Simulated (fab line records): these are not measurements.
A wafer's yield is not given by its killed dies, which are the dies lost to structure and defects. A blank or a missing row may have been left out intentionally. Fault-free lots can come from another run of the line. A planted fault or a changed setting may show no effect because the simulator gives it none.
Comparing a struck lot with a sound one || flow nand-harc || 15 steps out of a route of 1159
Sound: wafers L934.2, L934.3, L934.4. Wafers struck: L924.1, L924.3, L924.5. At the end, the cause is stated.
At each step with rows: each side's tool, then ch and its chambers, then its first start. Under that, the readings that differ: sound wafers || struck wafers || difference of the means || sigmas: that difference in standard deviations of wafers without a fault.
alike: words and numbers the same on both sides, and readings whose means are apart by under 2 such deviations; not compared: readings that were withheld, readings missing a value for some wafer, numbers with overlapping values and no deviation given by the record, and bounds like >300 which may hide the same value.
The two part at a step that has a row with sigmas, a row that says differs or no value, or rows on one side only. When numbers do not overlap yet have no deviation, they are printed without sigmas and do not part them. Lack of a reading on every wafer of one side parts them only where that side has two or more wafers.

first, 3 steps without rows for these wafers: NHARC_A_CONTACT_EXPOSE_05 (exposes mask A CC); NHARC_A_CONTACT_PEB_06 (peb time 65 s); NHARC_A_CONTACT_DEVELOP_07 (develop time 35 s).
NHARC_A_CONTACT_CD_MEAS_08: target cd 100 nm.
  sound on cd-sem-03 ch 0, day 19 19:42; struck on cd-sem-03 ch 0, day 17 15:05
  alike: cd-nm
NHARC_A_CONTACT_OVL_MEAS_09:
  sound on overlay-01 at day 19 19:47; struck on overlay-01 at day 17 15:11
  alike: overlay-x-nm, overlay-y-nm
NHARC_A_CONTACT_INSPECT_10:
  sound on defect-inspect-01 at day 19 19:49; struck on defect-inspect-02 at day 17 15:13
  alike: raw-defect-count
then, 1 step without rows for these wafers: NHARC_A_CONTACT_DESCUM_13 (chemistry O2, time 3 s).
NHARC_A_CONTACT_ETCH_88: etches the open film in CF4, target depth 39 nm, time 65 s.
  sound on rie-diel-09 ch 0,1,2, day 19 20:01; struck on rie-diel-13 ch 0,1, day 17 15:22
  alike: bias-w, cf4-flow-sccm, drypump-motor-current-A, oes-product-au, rf-vpp-V, showerhead-plenum-p-Torr, throttle-valve-pct
  not compared: rf-hours-counter-h
then, 1 step without rows for these wafers: NHARC_A_CONTACT_ETCH_89 (etches the open film in N2/H2, target depth 260 nm, time 475.3 s).
NHARC_A_CONTACT_ETCH_30: etches the open film in CF4/CHF3, target depth 60.5 nm, time 30.2 s.
  sound: rie-diel-09 ch 0,2,3; struck: rie-diel-13 ch 0,2
  alike: bias-w, cf4-flow-sccm, drypump-motor-current-A, oes-product-au, rf-vpp-V, showerhead-plenum-p-Torr, throttle-valve-pct
  not compared: rf-hours-counter-h
NHARC_A_CONTACT_ETCH_31: etches the open film in O2/COS, target depth 2000 nm, time 520 s.
  sound: rie-diel-09 ch 0,1,2; struck: rie-diel-13 ch 0,3
  alike: bias-w, chamber-pressure-mTorr, drypump-motor-current-A, oes-product-au, rf-vpp-V, showerhead-plenum-p-Torr, throttle-valve-pct
  not compared: rf-hours-counter-h
NHARC_A_CONTACT_ETCH_134: etches the open film in C4F8/O2/Ar, time 140 s, target depth 700 nm.
  sound on har-cap-etch-03 ch 0,1, day 19 21:01; struck on har-cap-etch-02 ch 0,1, day 17 16:19
  alike: chamber-pressure-mTorr, oes-air-line-au
  not compared: rf-hours-counter-h
NHARC_A_CONTACT_ETCH_135: etches the open film in C4F8/O2/Ar, time 132 s, target depth 1287 nm.
  sound on har-cap-etch-03 ch 0,1, day 19 21:11; struck on har-cap-etch-02 ch 0,1, day 17 16:30
  no value came back on the struck wafers for chamber-pressure-mTorr (mTorr), oes-air-line-au (a.u.); on the sound wafers chamber-pressure-mTorr (mTorr) reads 19.982 19.996 20.019
  not compared: rf-hours-counter-h
NHARC_A_CONTACT_ETCH_136: etches the open film in C4F8/O2/Ar, time 132 s, target depth 1287 nm.
  sound on har-cap-etch-03 ch 0,1, day 19 21:19; struck on har-cap-etch-02 ch 0,1, day 17 16:37
  alike: chamber-pressure-mTorr, oes-air-line-au
  not compared: rf-hours-counter-h
-- jump in the record: it breaks off in module A_CONTACT and resumes in module END (first step shown: number 1159 of the route), and 3 days separate the struck wafers' starts before and after --
NHARC_END_SORT_01:
  here the record holds rows for the struck wafers (prober-02 ch 0, day 20 11:34) but none for the sound ones

WHERE THEY PART
Last at NHARC_END_SORT_01 as far as this record goes, first at NHARC_A_CONTACT_ETCH_135.

WHY: whatever the simulator had introduced
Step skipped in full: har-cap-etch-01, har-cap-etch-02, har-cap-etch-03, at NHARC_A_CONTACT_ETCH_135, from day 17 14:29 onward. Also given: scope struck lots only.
